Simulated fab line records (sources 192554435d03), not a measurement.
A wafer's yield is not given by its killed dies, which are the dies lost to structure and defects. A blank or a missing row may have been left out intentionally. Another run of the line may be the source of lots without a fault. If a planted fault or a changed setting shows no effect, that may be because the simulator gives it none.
A single fault, viewed from 2 desks :: flow n5 finfet :: numbers are kept per desk, each desk with only its own; the story behind them comes last

== METROLOGY DESK ==
Lot by lot, what the gauges showed, no matter which tool ran the lot: averages of those sampled wafers that carry a number. Marked OUT: a lot whose mean sits more than 4 standard deviations from the usual mean, which makes it out of limits; the brackets give that distance. Readings shown: 7 of its 12, picked as those furthest out on some lot.
Columns: A = cd nm at N5_BEOL_M3_CD_MEAS_18, usual 18.0 nm; B = DIBL_N at N5_BEOL_M4_RC_MEAS_101, usual 36.4 mV/V; C = DIBL_P at N5_BEOL_M4_RC_MEAS_101, usual 36.3 mV/V; D = IOFF_P at N5_BEOL_M4_RC_MEAS_101, usual 0.211 nA/um; E = ION_P at N5_BEOL_M4_RC_MEAS_101, usual 463 uA/um; F = SS_N at N5_BEOL_M4_RC_MEAS_101, usual 71.5 mV/dec; G = VT_P at N5_BEOL_M4_RC_MEAS_101, usual -249.9 mV
lot: L246
first seen here: day 7 06:35
A: 18.0
B: 37.9
C: 36.6
D: 0.229
E: 462
F: 72.2
G: -248.6

lot: L250
first seen here: day 8 00:27
A: 18.0
B: 37.4
C: 38.5
D: 0.214
E: 463
F: 71.8
G: -252.6

lot: L252
first seen here: day 8 11:56
A: 17.6
B: 34.9
C: 35.6
D: 0.245
E: 471
F: 71.2
G: -244.3

lot: L255
first seen here: day 9 04:24
A: 18.0
B: 35.7
C: 36.5
D: 0.218
E: 460
F: 71.7
G: -250.3

lot: L257
first seen here: day 9 22:58
A: 17.7
B: 36.7
C: 35.6
D: 0.206
E: 460
F: 71.5
G: -247.6

lot: L258
first seen here: day 10 02:32
A: 18.2
B: 37.3
C: 37.6
D: 0.197
E: 458
F: 71.7
G: -253.6

lot: L259
first seen here: day 10 06:41
A: 18.6
B: 37.5
C: 36.2
D: 0.224
E: 461
F: 71.3
G: -246.8

lot: L260
first seen here: day 10 21:22
A: 18.2
B: 34.7
C: 36.1
D: 0.192
E: 466
F: 71.3
G: -252.2

lot: L262
first seen here: day 11 14:12
A: 18.5
B: 37.7
C: 37.0
D: 0.231
E: 470
F: 71.8
G: -247.3
This desk's finding: nothing out of limits on any of the 9 lots.

== FOR THE TOOL OWNER'S DESK: rie metal-03 ==
The tool's own readings at N5_BEOL_M3_HM_OPEN_17 (chemistry Cl2/BCl3, target TiN, target depth 20 nm, overetch 6 nm): means of the sampled wafers that have a number, for each lot that ran on this tool. Marked OUT: a lot whose mean sits more than 4 standard deviations from the usual mean, which makes it out of limits; the brackets give that distance.
Columns: A = drypump motor current A at N5_BEOL_M3_HM_OPEN_17, usual 5.99 A; B = oes product au at N5_BEOL_M3_HM_OPEN_17, usual 0.65 a.u.; C = throttle valve pct at N5_BEOL_M3_HM_OPEN_17, usual 22.26 %
lot: L252
first seen here: day 8 12:42
A: 6.02
B: 0.65
C: 22.24

lot: L255
first seen here: day 9 05:02
A: 5.99
B: 0.64
C: 22.24

lot: L258
first seen here: day 10 02:54
A: 6.12
B: 0.70
C: 22.02

lot: L260
first seen here: day 10 21:42
A: 5.89
B: 0.80
C: 22.25

lot: L262
first seen here: day 11 14:58
A: 5.95
B: 0.76
C: 22.20
This desk's finding: nothing out of limits on any of the 5 lots.

== TAKEN TOGETHER ==
From the metrology desk's view, nothing was out of limits.
The desk of the tool owner found nothing out of limits.

== WHAT THE SIMULATOR HAD INSERTED ==
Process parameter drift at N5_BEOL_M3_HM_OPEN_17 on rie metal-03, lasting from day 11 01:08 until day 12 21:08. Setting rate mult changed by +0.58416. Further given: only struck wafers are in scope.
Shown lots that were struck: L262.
